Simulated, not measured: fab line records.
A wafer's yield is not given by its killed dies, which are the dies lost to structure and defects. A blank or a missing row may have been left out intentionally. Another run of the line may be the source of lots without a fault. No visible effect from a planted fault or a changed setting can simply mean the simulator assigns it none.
Split-lot experiment || flow n5_finfet || 7 lots, 39 wafers read, on a route of 1938 steps

ABOUT THE SPLIT
At N5_BEOL_M0_SAQP_ETCH_106 (etches SOC in N2/H2, stops on SiNx, target depth 150 nm), the setting target_depth_a was moved away from the recipe's 1500 angstrom on 15 of the 39 wafers read, by -21.9% to +59.5%. This setting was run at the recipe's value on the other wafers.

The split's own step is where the reading is taken.

THE READING
SOC_of_BEOL_M0_SAQP_COAT_105.thk_nm (the simulator's own value, which no gauge read), in nm, at N5_BEOL_M0_SAQP_ETCH_106 (etches SOC in N2/H2, stops on SiNx, target depth 150 nm). There is no usual value for it anywhere in the file. Average 22.9 nm, standard deviation 2.7 nm, over the 24 wafers here run with the recipe.

{"wafer": "L074.1", "tool, chamber at the split": "rie_diel-04, 1", "target_depth_a as run, angstrom": 1500, "against the recipe": "recipe", "SOC_of_BEOL_M0_SAQP_COAT_105.thk_nm, nm": 18.8, "against lot-mates on the recipe": "-"}
{"wafer": "L074.5", "tool, chamber at the split": "rie_diel-04, 1", "target_depth_a as run, angstrom": 1500, "against the recipe": "recipe", "SOC_of_BEOL_M0_SAQP_COAT_105.thk_nm, nm": 18.8, "against lot-mates on the recipe": "-"}
{"wafer": "L074.2", "tool, chamber at the split": "rie_diel-04, 0", "target_depth_a as run, angstrom": 1500, "against the recipe": "recipe", "SOC_of_BEOL_M0_SAQP_COAT_105.thk_nm, nm": 22.6, "against lot-mates on the recipe": "-"}
{"wafer": "L074.3", "tool, chamber at the split": "rie_diel-04, 3,0,3", "target_depth_a as run, angstrom": 2393, "against the recipe": "+59.5%", "SOC_of_BEOL_M0_SAQP_COAT_105.thk_nm, nm": 0, "against lot-mates on the recipe": -20.1}
{"wafer": "L074.4", "tool, chamber at the split": "rie_diel-04, 3,0,3", "target_depth_a as run, angstrom": 2393, "against the recipe": "+59.5%", "SOC_of_BEOL_M0_SAQP_COAT_105.thk_nm, nm": 0, "against lot-mates on the recipe": -20.1}
{"wafer": "L074.6", "tool, chamber at the split": "rie_diel-04, 3,0,3", "target_depth_a as run, angstrom": 2393, "against the recipe": "+59.5%", "SOC_of_BEOL_M0_SAQP_COAT_105.thk_nm, nm": 0, "against lot-mates on the recipe": -20.1}
{"wafer": "L078.3", "tool, chamber at the split": "rie_diel-01, 1", "target_depth_a as run, angstrom": 1500, "against the recipe": "recipe", "SOC_of_BEOL_M0_SAQP_COAT_105.thk_nm, nm": 22.6, "against lot-mates on the recipe": "-"}
{"wafer": "L078.5", "tool, chamber at the split": "rie_diel-01, 2", "target_depth_a as run, angstrom": 1500, "against the recipe": "recipe", "SOC_of_BEOL_M0_SAQP_COAT_105.thk_nm, nm": 19.2, "against lot-mates on the recipe": "-"}
{"wafer": "L078.6", "tool, chamber at the split": "rie_diel-01, 3", "target_depth_a as run, angstrom": 1500, "against the recipe": "recipe", "SOC_of_BEOL_M0_SAQP_COAT_105.thk_nm, nm": 26.8, "against lot-mates on the recipe": "-"}
{"wafer": "L079.1", "tool, chamber at the split": "rie_diel-01, 3", "target_depth_a as run, angstrom": 1500, "against the recipe": "recipe", "SOC_of_BEOL_M0_SAQP_COAT_105.thk_nm, nm": 26.4, "against lot-mates on the recipe": "-"}
{"wafer": "L079.2", "tool, chamber at the split": "rie_diel-01, 1", "target_depth_a as run, angstrom": 1787, "against the recipe": "+19.1%", "SOC_of_BEOL_M0_SAQP_COAT_105.thk_nm, nm": 7.4, "against lot-mates on the recipe": -16.8}
{"wafer": "L079.3", "tool, chamber at the split": "rie_diel-01, 2", "target_depth_a as run, angstrom": 1500, "against the recipe": "recipe", "SOC_of_BEOL_M0_SAQP_COAT_105.thk_nm, nm": 19.4, "against lot-mates on the recipe": "-"}
{"wafer": "L079.4", "tool, chamber at the split": "rie_diel-01, 0", "target_depth_a as run, angstrom": 1787, "against the recipe": "+19.1%", "SOC_of_BEOL_M0_SAQP_COAT_105.thk_nm, nm": 14.4, "against lot-mates on the recipe": -9.8}
{"wafer": "L079.5", "tool, chamber at the split": "rie_diel-01, 3", "target_depth_a as run, angstrom": 1500, "against the recipe": "recipe", "SOC_of_BEOL_M0_SAQP_COAT_105.thk_nm, nm": 26.8, "against lot-mates on the recipe": "-"}
{"wafer": "L079.6", "tool, chamber at the split": "rie_diel-01, 2", "target_depth_a as run, angstrom": 1787, "against the recipe": "+19.1%", "SOC_of_BEOL_M0_SAQP_COAT_105.thk_nm, nm": 4.2, "against lot-mates on the recipe": -20.0}
{"wafer": "L083.1", "tool, chamber at the split": "rie_diel-01, 0", "target_depth_a as run, angstrom": 1226, "against the recipe": "-18.3%", "SOC_of_BEOL_M0_SAQP_COAT_105.thk_nm, nm": 40, "against lot-mates on the recipe": "+18.0"}
{"wafer": "L083.2", "tool, chamber at the split": "rie_diel-01, 3", "target_depth_a as run, angstrom": 1226, "against the recipe": "-18.3%", "SOC_of_BEOL_M0_SAQP_COAT_105.thk_nm, nm": 39.4, "against lot-mates on the recipe": "+17.4"}
{"wafer": "L083.3", "tool, chamber at the split": "rie_diel-01, 1", "target_depth_a as run, angstrom": 1500, "against the recipe": "recipe", "SOC_of_BEOL_M0_SAQP_COAT_105.thk_nm, nm": 20.8, "against lot-mates on the recipe": "-"}
{"wafer": "L083.4", "tool, chamber at the split": "rie_diel-01, 2", "target_depth_a as run, angstrom": 1500, "against the recipe": "recipe", "SOC_of_BEOL_M0_SAQP_COAT_105.thk_nm, nm": 19, "against lot-mates on the recipe": "-"}
{"wafer": "L083.5", "tool, chamber at the split": "rie_diel-01, 0", "target_depth_a as run, angstrom": 1500, "against the recipe": "recipe", "SOC_of_BEOL_M0_SAQP_COAT_105.thk_nm, nm": 26.2, "against lot-mates on the recipe": "-"}
{"wafer": "L083.6", "tool, chamber at the split": "rie_diel-01, 3", "target_depth_a as run, angstrom": 1226, "against the recipe": "-18.3%", "SOC_of_BEOL_M0_SAQP_COAT_105.thk_nm, nm": 39.2, "against lot-mates on the recipe": "+17.2"}
{"wafer": "L084.1", "tool, chamber at the split": "rie_diel-04, 1", "target_depth_a as run, angstrom": 1500, "against the recipe": "recipe", "SOC_of_BEOL_M0_SAQP_COAT_105.thk_nm, nm": 19.4, "against lot-mates on the recipe": "-"}
{"wafer": "L084.2", "tool, chamber at the split": "rie_diel-04, 2", "target_depth_a as run, angstrom": 1172, "against the recipe": "-21.9%", "SOC_of_BEOL_M0_SAQP_COAT_105.thk_nm, nm": 40.2, "against lot-mates on the recipe": "+17.8"}
{"wafer": "L084.3", "tool, chamber at the split": "rie_diel-04, 3", "target_depth_a as run, angstrom": 1500, "against the recipe": "recipe", "SOC_of_BEOL_M0_SAQP_COAT_105.thk_nm, nm": 24.6, "against lot-mates on the recipe": "-"}
{"wafer": "L084.4", "tool, chamber at the split": "rie_diel-04, 0", "target_depth_a as run, angstrom": 1172, "against the recipe": "-21.9%", "SOC_of_BEOL_M0_SAQP_COAT_105.thk_nm, nm": 39.4, "against lot-mates on the recipe": "+17.0"}
{"wafer": "L084.5", "tool, chamber at the split": "rie_diel-04, 2", "target_depth_a as run, angstrom": 1500, "against the recipe": "recipe", "SOC_of_BEOL_M0_SAQP_COAT_105.thk_nm, nm": 23.2, "against lot-mates on the recipe": "-"}
{"wafer": "L084.6", "tool, chamber at the split": "rie_diel-04, 3", "target_depth_a as run, angstrom": 1172, "against the recipe": "-21.9%", "SOC_of_BEOL_M0_SAQP_COAT_105.thk_nm, nm": 41.4, "against lot-mates on the recipe": "+19.0"}
{"wafer": "L087.1", "tool, chamber at the split": "rie_diel-03, 2", "target_depth_a as run, angstrom": 1500, "against the recipe": "recipe", "SOC_of_BEOL_M0_SAQP_COAT_105.thk_nm, nm": 23.2, "against lot-mates on the recipe": "-"}
{"wafer": "L087.2", "tool, chamber at the split": "rie_diel-03, 3", "target_depth_a as run, angstrom": 1500, "against the recipe": "recipe", "SOC_of_BEOL_M0_SAQP_COAT_105.thk_nm, nm": 22.8, "against lot-mates on the recipe": "-"}
{"wafer": "L087.3", "tool, chamber at the split": "rie_diel-03, 1", "target_depth_a as run, angstrom": 1500, "against the recipe": "recipe", "SOC_of_BEOL_M0_SAQP_COAT_105.thk_nm, nm": 24.4, "against lot-mates on the recipe": "-"}
{"wafer": "L087.4", "tool, chamber at the split": "rie_diel-03, 0", "target_depth_a as run, angstrom": 1736, "against the recipe": "+15.7%", "SOC_of_BEOL_M0_SAQP_COAT_105.thk_nm, nm": 11.8, "against lot-mates on the recipe": -11.7}
{"wafer": "L087.5", "tool, chamber at the split": "rie_diel-03, 2", "target_depth_a as run, angstrom": 1736, "against the recipe": "+15.7%", "SOC_of_BEOL_M0_SAQP_COAT_105.thk_nm, nm": 10.8, "against lot-mates on the recipe": -12.7}
{"wafer": "L087.6", "tool, chamber at the split": "rie_diel-03, 3", "target_depth_a as run, angstrom": 1736, "against the recipe": "+15.7%", "SOC_of_BEOL_M0_SAQP_COAT_105.thk_nm, nm": 10.6, "against lot-mates on the recipe": -12.9}
{"wafer": "L088.1", "tool, chamber at the split": "rie_diel-04, 0", "target_depth_a as run, angstrom": 1500, "against the recipe": "recipe", "SOC_of_BEOL_M0_SAQP_COAT_105.thk_nm, nm": 24.2, "against lot-mates on the recipe": "-"}
{"wafer": "L088.2", "tool, chamber at the split": "rie_diel-04, 2", "target_depth_a as run, angstrom": 1500, "against the recipe": "recipe", "SOC_of_BEOL_M0_SAQP_COAT_105.thk_nm, nm": 24.6, "against lot-mates on the recipe": "-"}
{"wafer": "L088.3", "tool, chamber at the split": "rie_diel-04, 1", "target_depth_a as run, angstrom": 1500, "against the recipe": "recipe", "SOC_of_BEOL_M0_SAQP_COAT_105.thk_nm, nm": 20, "against lot-mates on the recipe": "-"}
{"wafer": "L088.4", "tool, chamber at the split": "rie_diel-04, 3", "target_depth_a as run, angstrom": 1500, "against the recipe": "recipe", "SOC_of_BEOL_M0_SAQP_COAT_105.thk_nm, nm": 25.2, "against lot-mates on the recipe": "-"}
{"wafer": "L088.5", "tool, chamber at the split": "rie_diel-04, 2", "target_depth_a as run, angstrom": 1500, "against the recipe": "recipe", "SOC_of_BEOL_M0_SAQP_COAT_105.thk_nm, nm": 25, "against lot-mates on the recipe": "-"}
{"wafer": "L088.6", "tool, chamber at the split": "rie_diel-04, 3", "target_depth_a as run, angstrom": 1500, "against the recipe": "recipe", "SOC_of_BEOL_M0_SAQP_COAT_105.thk_nm, nm": 25.6, "against lot-mates on the recipe": "-"}
Rows listing several chambers each stand for several wafers; the file does not say which wafer went through which chamber.

THE FIT
A straight line over all 39 wafers: SOC_of_BEOL_M0_SAQP_COAT_105.thk_nm changes by -0.515 nm for each +1% of target_depth_a; r = -0.91; the points scatter about the line by 4.5 nm.
The same after taking each lot's own level away (the mean of its wafers on the recipe; 39 wafers): -0.495 nm for each +1%; r = -0.89; scatter 5.1 nm.
The reading moves by 29 nm for the largest change in target_depth_a, on that fit.
The span of the lots' own levels, 20.07 to 24.20 nm, comes to 1.5 times the standard deviation stated above.
The two slopes are in agreement: the lot-to-lot level therefore moves the slope only a little.
Check: for one of the wafers moved furthest among these (+59.5%), held out of the fit, the line's prediction against its lot-mates is -31 nm. Against them it came out at -20.1 nm.

THESE WAFERS: OTHER SPLITS
Other splits were also applied to these wafers ahead of the reading. Each is held against what the fit with the lots' levels taken away leaves over:
{"other split on the same wafers": "N5_DUMMY_GATE_ETCH_44 target_depth_a", "wafers away from the commonest value": 12, "r with SOC_of_BEOL_M0_SAQP_COAT_105.thk_nm (lot level and that fit taken away)": -0.05}

FILE'S OWN FIT
SOC_of_BEOL_M0_SAQP_COAT_105.thk_nm changes by -0.483 nm for each +1% of target_depth_a, r = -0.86.
